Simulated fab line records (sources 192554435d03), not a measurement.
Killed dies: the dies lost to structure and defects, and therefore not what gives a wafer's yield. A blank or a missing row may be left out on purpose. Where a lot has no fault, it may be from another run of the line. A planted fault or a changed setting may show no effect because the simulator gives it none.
Matching of chambers :: flow n5-finfet :: rie-diel-03 running N5_SD_EPI_N_ETCH_45: 4 sister chambers
The step etches SiOCN in CH3F/O2, target depth 6 nm. 8 wafers are shown with their chamber, then 10 later ones without.

## WAFERS, EACH WITH ITS CHAMBER
wafer: L080.1
chamber: 0
drypump-motor-current-A (A): 5.7
showerhead-plenum-p-Torr (Torr): 1.90

wafer: L080.4
chamber: 3
drypump-motor-current-A (A): 6.5
showerhead-plenum-p-Torr (Torr): 2.06

wafer: L080.6
chamber: 1
drypump-motor-current-A (A): 5.2
showerhead-plenum-p-Torr (Torr): 2.06

wafer: L083.2
chamber: 1
drypump-motor-current-A (A): 5.2
showerhead-plenum-p-Torr (Torr): 2.05

wafer: L083.4
chamber: 3
drypump-motor-current-A (A): 6.5
showerhead-plenum-p-Torr (Torr): 2.05

wafer: L083.6
chamber: 2
drypump-motor-current-A (A): 5.3
showerhead-plenum-p-Torr (Torr): 1.93

wafer: L086.1
chamber: 2
drypump-motor-current-A (A): 5.2
showerhead-plenum-p-Torr (Torr): 1.93

wafer: L086.5
chamber: 0
drypump-motor-current-A (A): 5.6
showerhead-plenum-p-Torr (Torr): 1.90

## WAFERS WITH NO CHAMBER GIVEN
wafer: L086.6
drypump-motor-current-A (A): 5.2
showerhead-plenum-p-Torr (Torr): 2.05

wafer: L089.2
drypump-motor-current-A (A): 5.2
showerhead-plenum-p-Torr (Torr): 1.93

wafer: L089.3
drypump-motor-current-A (A): 5.1
showerhead-plenum-p-Torr (Torr): 2.05

wafer: L089.6
drypump-motor-current-A (A): 5.2
showerhead-plenum-p-Torr (Torr): 2.05

wafer: L090.3
drypump-motor-current-A (A): 5.7
showerhead-plenum-p-Torr (Torr): 1.90

wafer: L090.4
drypump-motor-current-A (A): 5.3
showerhead-plenum-p-Torr (Torr): 1.93

wafer: L090.5
drypump-motor-current-A (A): 5.3
showerhead-plenum-p-Torr (Torr): 1.93

wafer: L096.2
drypump-motor-current-A (A): 5.6
showerhead-plenum-p-Torr (Torr): 1.89

wafer: L096.4
drypump-motor-current-A (A): 5.6
showerhead-plenum-p-Torr (Torr): 1.89

wafer: L096.5
drypump-motor-current-A (A): 5.3
showerhead-plenum-p-Torr (Torr): 1.93

## EACH ONE'S CHAMBER
wafer: L086.6
from the rows above: 1
in truth: 1

wafer: L089.2
from the rows above: 2
in truth: 2

wafer: L089.3
from the rows above: 1
in truth: 1

wafer: L089.6
from the rows above: 1
in truth: 1

wafer: L090.3
from the rows above: 0
in truth: 0

wafer: L090.4
from the rows above: 2
in truth: 2

wafer: L090.5
from the rows above: 2
in truth: 2

wafer: L096.2
from the rows above: 0
in truth: 0

wafer: L096.4
from the rows above: 0
in truth: 0

wafer: L096.5
from the rows above: 2
in truth: 2
Correct placement for 10 of the 10. Not placeable from these rows: 0. Number placed wrongly: 0.
How it was worked out, from the rows above alone: a wafer's distance from a chamber is the root of the sum, over the readings, of the square of ((its reading less the chamber's mean) divided by the reading's scatter). The wafer belongs to the nearest chamber; if the next one is less than 2 further off, it can't be placed. The mean given for a chamber averages the wafers shown for that chamber. The scatter: take each reading less its chamber's mean, square it, sum over the shown wafers, divide by the number of wafers less the number of chambers, and take the root.
